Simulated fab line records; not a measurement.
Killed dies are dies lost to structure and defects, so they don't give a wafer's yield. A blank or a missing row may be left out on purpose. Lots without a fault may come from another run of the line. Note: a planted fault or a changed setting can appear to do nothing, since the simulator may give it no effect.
A struck lot beside a sound one / flow n5_finfet / 16 steps out of a route of 1938
Sound: the wafers L592.3, L592.5, L592.6. Wafers struck: L606.3, L606.4, L606.6. Last of all comes the cause.
Order at every step that has rows: each side's tool, ch and its chambers, its first start. Under that, the readings that differ: sound wafers / struck wafers / difference of the means / sigmas: that difference in standard deviations of wafers without a fault.
alike: readings with means less than 2 such deviations apart, plus words and numbers identical on both sides. not compared: withheld readings, readings lacking a value on some wafer, bounds such as >300 that could conceal the same value, and numbers that have no deviation in the record and whose values overlap.
The two part at a step that has a row with sigmas, a row that says differs or no value, or rows on one side only. When numbers do not overlap yet have no deviation, they are printed without sigmas and do not part them. A reading that every wafer of one side lacks parts them only if that side has two wafers or more.

first, 4 steps without rows for these wafers: N5_BEOL_M0_STRIP_139 (strips in post etch residue remover, time 60 s); N5_BEOL_M0_SRD_111 (time 30 s); N5_BEOL_M0_DEGAS_112 (time 60 s); N5_BEOL_M0_PRE_CLEAN_113 (time 30 s).
N5_BEOL_M0_ALD_136: deposits TaN, pulse time 2 s, purge time 3 s, co reactant purge time 2 s.
  sound on ald_metal-04 ch 0,2,3, day 6 15:28; struck on ald_metal-03 ch 0,1, day 10 08:53
  alike: chamber_pressure_Torr, heater_power_w, susceptor_temp_C
then, 2 steps without rows for these wafers: N5_BEOL_M0_SURFACE_TREAT_137; N5_BEOL_M0_CVD_115 (deposits Co from CCTBA/H2, time 120 s).
N5_BEOL_M0_SPUTTER_116: material Cu, target thk 4 nm, time 7.37 s.
  sound on pvd_sputter-02 at day 6 17:59; struck on pvd_sputter-03 at day 10 09:18
  alike: chuck_gas_flow_sccm, susceptor_temp_C, throttle_valve_pct
N5_BEOL_M0_ANNEAL_117: time 60 s.
  sound on pvd_sputter-02 at day 6 18:04; struck on pvd_sputter-03 at day 10 09:23
  alike: heater_power_w, susceptor_temp_C, susceptor_temp_C_max
then, 2 steps without rows for these wafers: N5_BEOL_M0_SPUTTER_132 (material Cu, target thk 4 nm, time 7.37 s); N5_BEOL_M0_ANNEAL_133 (time 60 s).
N5_BEOL_M0_SPUTTER_134: material Cu, target thk 4 nm, time 7.37 s.
  sound on pvd_sputter-02 at day 6 18:14; struck on pvd_sputter-03 at day 10 09:32
  alike: chuck_gas_flow_sccm, susceptor_temp_C, throttle_valve_pct
N5_BEOL_M0_ANNEAL_135: time 60 s.
  sound on pvd_sputter-02 at day 6 18:19; struck on pvd_sputter-03 at day 10 09:37
  no value came back on the struck wafers for heater_power_w (W), susceptor_temp_C (C), susceptor_temp_C_max, time_s (s); on the sound wafers heater_power_w (W) reads 1016 1018 1020
N5_BEOL_M0_SPUTTER_141: material Cu, target thk 4 nm, time 7.37 s.
  sound on pvd_sputter-02 at day 6 18:21; struck on pvd_sputter-03 at day 10 09:40
  alike: chuck_gas_flow_sccm, susceptor_temp_C, throttle_valve_pct
N5_BEOL_M4_RC_MEAS_101:
  sound on prober-01 ch 0, day 8 15:01; struck on prober-02 ch 0, day 12 06:36
  alike: DIBL_N, DIBL_P, IOFF_N, IOFF_P, ION_N, ION_P, SS_N, SS_P, VT_N, VT_P
-- a jump in the record: the struck wafers' starts before and after are 4 days apart (it breaks off in module BEOL_M4 and resumes in module PASSIVATION, where the first step shown is number 1936 of the route) --
N5_PASSIVATION_PROBE_49:
  sound on prober-02 at day 13 02:01; struck on prober-02 at day 16 14:45
  alike: defect_limited_yield, killed_at_M0_to_M3, killed_at_M4_up, killed_at_contacts, killed_at_front_end, killed_at_other, killed_dies, killed_on_rim, killed_open, killed_short, sort_bin_5_function, sort_bin_6_memory, sort_n_pass, sort_yield_pct

## WHERE THEY PART
Only at N5_BEOL_M0_ANNEAL_135, within this record. Later steps at which nothing parts them and some readings are alike: N5_BEOL_M0_SPUTTER_141, N5_BEOL_M4_RC_MEAS_101, N5_PASSIVATION_PROBE_49.

WHY: what had been put in by the simulator
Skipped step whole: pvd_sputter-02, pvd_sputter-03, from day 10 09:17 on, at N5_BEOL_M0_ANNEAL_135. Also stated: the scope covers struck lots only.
